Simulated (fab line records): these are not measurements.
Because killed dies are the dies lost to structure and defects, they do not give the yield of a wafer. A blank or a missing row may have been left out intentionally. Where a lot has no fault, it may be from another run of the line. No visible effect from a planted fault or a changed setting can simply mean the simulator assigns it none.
Which tool was responsible? -- flow nand_harc -- 24 lots with 72 wafers sampled at 2 steps, on a route of 1302 steps

## WHAT THE GAUGES READ, wafer by wafer
NHARC_A_ONON_D2_THK_MEAS_30: measures by ellipsometry. Usual: thk_nm at 997 nm, with a standard deviation of 10.
lot,measured,on,thk_nm (nm),flag
L074,day 12 19:41,film_metro-01,981 981 982,
L075,day 13 04:32,film_metro-02,1009 1009 1007,
L076,day 13 21:24,film_metro-02,993 993 993,
L077,day 14 09:11,film_metro-01,1000 1000 997,
L078,day 14 09:13,film_metro-02,1000 1000 1000,
L080,day 15 02:07,film_metro-02,1010 1011 1013,
L079,day 15 02:08,film_metro-02,1002 1001 1002,
L081,day 15 23:14,film_metro-02,1011 1010 1009,
L082,day 16 08:59,film_metro-01,1006 1006 1008,
L083,day 16 08:59,film_metro-02,1010 1011 1012,
L084,day 17 06:49,film_metro-02,1004 1004 1004,
L085,day 17 06:50,film_metro-01,992 993 995,
L086,day 17 21:40,film_metro-02,997 998 996,
L087,day 18 05:46,film_metro-02,969 967 968,
L088,day 19 02:35,film_metro-01,1003 1002 1003,
L089,day 19 02:37,film_metro-02,996 998 996,
L090,day 20 00:02,film_metro-01,1008 1010 1007,
L091,day 20 00:23,film_metro-02,1001 1000 1000,
L093,day 20 16:49,film_metro-01,995 994 994,
L092,day 20 16:50,film_metro-02,993 995 993,
L094,day 21 08:37,film_metro-01,983 984 984,
L095,day 21 17:01,film_metro-01,983 985 984,
L096,day 22 07:50,film_metro-02,997 996 996,
L097,day 22 07:50,film_metro-01,990 992 990,

NHARC_A_CHANNEL_HOLE_D2_OVL_MEAS_11. Usual: overlay_x_nm -0.2 nm, standard deviation 0.78; overlay_y_nm 0.0 nm, standard deviation 0.61.
lot,measured,on,overlay_x_nm (nm),overlay_y_nm (nm),flag
L074,day 12 22:53,overlay-01,0.0 0.2 0.0,0.2 -0.6 -0.7,
L075,day 13 07:52,overlay-02,0.5 0.3 0.4,0.9 0.5 0.5,
L076,day 14 02:22,overlay-01,-0.2 -0.5 -0.6,-1.3 -0.6 -0.9,
L077,day 14 12:31,overlay-02,0.4 0.1 1.2,0.1 0.2 0.2,
L078,day 14 12:40,overlay-01,-0.7 -0.4 -0.4,0.4 -0.7 -0.3,
L080,day 15 05:31,overlay-01,-0.6 -0.8 -1.0,-0.2 0.5 0.3,
L079,day 15 05:40,overlay-02,0.7 0.6 0.3,-1.0 -0.6 -0.6,
L081,day 16 02:34,overlay-01,-1.3 -0.6 -0.7,-0.2 0.4 0.1,
L082,day 16 13:29,overlay-01,0.7 1.2 0.8,0.3 -0.1 -0.2,
L083,day 16 13:49,overlay-01,0.2 0.1 -0.1,-1.1 -0.8 -0.9,
L084,day 17 10:11,overlay-01,1.0 0.8 0.5,-0.7 -0.4 -0.5,
L085,day 17 10:34,overlay-02,0.2 0.4 0.3,-0.5 -0.2 0.3,
L086,day 18 02:35,overlay-01,-0.3 -0.6 -0.5,0.6 0.0 0.4,
L087,day 18 10:50,overlay-01,-0.5 -0.3 -1.0,1.2 0.9 0.7,
L088,day 19 05:49,overlay-02,-1.4 -2.0 -1.2,-0.5 -0.8 -0.6,
L089,day 19 06:32,overlay-01,-1.3 -0.9 -1.2,0.3 0.7 0.1,
L090,day 20 03:23,overlay-02,1.1 1.4 1.5,0.7 0.1 -0.4,
L091,day 20 03:50,overlay-02,-1.2 -1.3 -1.4,1.3 0.6 0.9,
L093,day 20 20:17,overlay-01,-0.7 -0.5 -0.3,1.0 1.4 1.1,
L092,day 20 22:10,overlay-02,-0.9 -1.2 -1.5,0.3 1.1 0.5,
L094,day 21 12:47,overlay-01,-0.3 0.0 -0.4,0.2 -0.1 0.3,
L095,day 21 23:13,overlay-01,0.7 0.8 1.0,-0.2 0.1 -0.3,
L096,day 22 11:20,overlay-02,-0.4 -0.6 -0.5,-1.1 -0.4 -0.2,
L097,day 22 11:29,overlay-01,-0.1 0.6 -0.1,0.6 0.4 0.3,

## EACH LOT AND THE TOOL THAT RAN IT (in order: tool; ch and the chambers of the sampled wafers; start)
The record shows no process step preceding these readings.

## AS READ BY THE TOOLS THEMSELVES (means over the sampled wafers that have a number; for cases with no such wafer, the mark the record gives instead)
The record holds no such reading with a usual standard deviation.

## THE ANSWER, worked out from the rows above alone
Rule: take the mean of a lot's wafers that have a number; if it is more than 3 standard deviations from the usual mean, the lot is off. A lot without any number at a reading at which 4 lots or more have one is off too. The other lots that the step has rows for count as sound. After the gauges, taken in route order, come the tools' own readings; for these a lot's mean is taken, as printed above. At the first step where some lot is off, the reading lying furthest off is the one used; lots without a number count as furthest.
No lot is off on any of the readings shown, so nothing can be concluded from this.

## WHAT HAD BEEN PUT IN BY THE SIMULATOR
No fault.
